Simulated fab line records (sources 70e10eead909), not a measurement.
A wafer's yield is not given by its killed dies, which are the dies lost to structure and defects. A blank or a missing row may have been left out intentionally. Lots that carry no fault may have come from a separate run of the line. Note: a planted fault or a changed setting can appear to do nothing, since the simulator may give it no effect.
Which tool is to blame? -- flow nand harc -- 12 lots, 36 wafers sampled, at 6 steps of a route of 1159

WHAT THE GAUGES SHOWED, per wafer
NHARC_A_BONDPAD_INSPECT_23.
lot,measured,on,raw defect count
L075,day 18 05:52,defect inspect-01,450 437 630
L077,day 18 15:09,defect inspect-01,444 487 426
L082,day 19 15:37,defect inspect-02,368 529 473
L080,day 19 21:29,defect inspect-01,358 416 436
L085,day 20 07:38,defect inspect-02,454 408 407
L087,day 20 12:37,defect inspect-02,439 441 487
L083,day 20 16:01,defect inspect-02,525 497 578
L088,day 21 09:00,defect inspect-02,279 320 284
L092,day 22 11:53,defect inspect-02,490 497 381
L094,day 22 13:04,defect inspect-02,345 337 314
L096,day 23 14:18,defect inspect-01,338 546 369
L097,day 24 04:20,defect inspect-02,620 469 688

EACH LOT AND THE TOOL THAT RAN IT (in order: tool; ch and the chambers of the sampled wafers; start)
lot,NHARC_A_M0_STRIP_18,NHARC_A_M0_PRE_CLEAN_31,NHARC_A_M1_DEGAS_29,NHARC_A_M1_CMP_23,NHARC_A_BONDPAD_PVD_17
L075,"rie diel-04 ch 0,1,2, day 17 18:40","pecvd-03 ch 0,1,2, day 17 20:51","pvd sputter-03, day 17 23:25","cmp-03 ch 0,2,3, day 18 00:32","pvd sputter-01, day 18 05:52 or earlier"
L077,"rie diel-11 ch 0,1,2, day 18 01:46","pecvd-03 ch 0,1,2, day 18 03:57","pvd sputter-01, day 18 08:12","cmp-02 ch 0,1,3, day 18 09:43","pvd sputter-03, day 18 15:09 or earlier"
L082,"rie diel-07 ch 1,2, day 18 22:48","pecvd-04 ch 0,1,2, day 19 01:39","pvd sputter-01, day 19 04:09","cmp-02 ch 1,2,3, day 19 05:23","pvd sputter-01, day 19 15:37 or earlier"
L080,"rie diel-04 ch 0,1, day 19 04:14","pecvd-01 ch 0,2, day 19 06:25","pvd sputter-01, day 19 11:48","cmp-03 ch 0,2,3, day 19 15:13","pvd sputter-01, day 19 21:29 or earlier"
L085,"rie diel-07 ch 0,3, day 19 20:23","pecvd-03 ch 1,2, day 19 22:35","pvd sputter-03, day 20 01:17","cmp-03 ch 0,2, day 20 02:24","pvd sputter-02, day 20 07:38 or earlier"
L087,"rie diel-11 ch 0,2,3, day 20 01:13","pecvd-03 ch 0,1, day 20 03:34","pvd sputter-01, day 20 06:10","cmp-03 ch 0,1,3, day 20 07:26","pvd sputter-01, day 20 12:37 or earlier"
L083,"rie diel-04 ch 0,1,2, day 20 04:55","pecvd-03 ch 0,1,2, day 20 07:05","pvd sputter-03, day 20 09:40","cmp-03 ch 2,3, day 20 10:45","pvd sputter-03, day 20 16:01 or earlier"
L088,"rie diel-11 ch 2,3, day 20 21:01","pecvd-01 ch 1,2, day 20 23:16","pvd sputter-02, day 21 01:47","cmp-03 ch 0,1,3, day 21 02:52","pvd sputter-01, day 21 09:00 or earlier"
L092,"rie diel-07 ch 0,3, day 22 00:31","pecvd-04 ch 0,1,2, day 22 02:52","pvd sputter-02, day 22 05:22","cmp-02 ch 0,2,3, day 22 06:32","pvd sputter-01, day 22 11:53 or earlier"
L094,"rie diel-04 ch 0,2,3, day 22 01:59","pecvd-01 ch 0,1,2, day 22 04:11","pvd sputter-02, day 22 06:47","cmp-02 ch 0,1,2, day 22 07:55","pvd sputter-01, day 22 13:04 or earlier"
L096,"rie diel-07 ch 0,1,3, day 23 02:41","pecvd-04 ch 0,2, day 23 04:50","pvd sputter-02, day 23 07:22","cmp-03 ch 0,2,3, day 23 09:05","pvd sputter-02, day 23 14:18 or earlier"
L097,"rie diel-04 ch 1,2, day 23 17:06","pecvd-04 ch 1,2, day 23 19:26","pvd sputter-03, day 23 22:04","cmp-02 ch 1,2, day 23 23:10","pvd sputter-03, day 24 04:20 or earlier"
- NHARC_A_M0_STRIP_18: strips in N2/H2.
- NHARC_A_M0_PRE_CLEAN_31: time 12 s.
- NHARC_A_M1_DEGAS_29: time 60 s.
- NHARC_A_M1_CMP_23: polishes, t overpolish 20 s, target thk 154.34 nm.
- NHARC_A_BONDPAD_PVD_17: deposits TaN, target thk 5 nm, time 8.06 s.

THE ANSWER, worked out from the rows above alone
Rule: the usual values come from the lots themselves. The widest of any qualifying gaps counts: lots, ordered by their means at a reading, are off when they make up no more than a third of the lots, leave a main group of 4 or more, and stand apart from it by 3 or more times the standard deviation of that group's means. A main group is skipped when, at the precision printed for the reading in the tables above, its means are all equal. Also off: a lot with no number at a reading for which 4 or more lots have one. Any other lot the step has rows for is counted as sound.
No lot is off on any of the readings shown, so nothing can be concluded from this.

WHAT WAS PUT IN BY THE SIMULATOR
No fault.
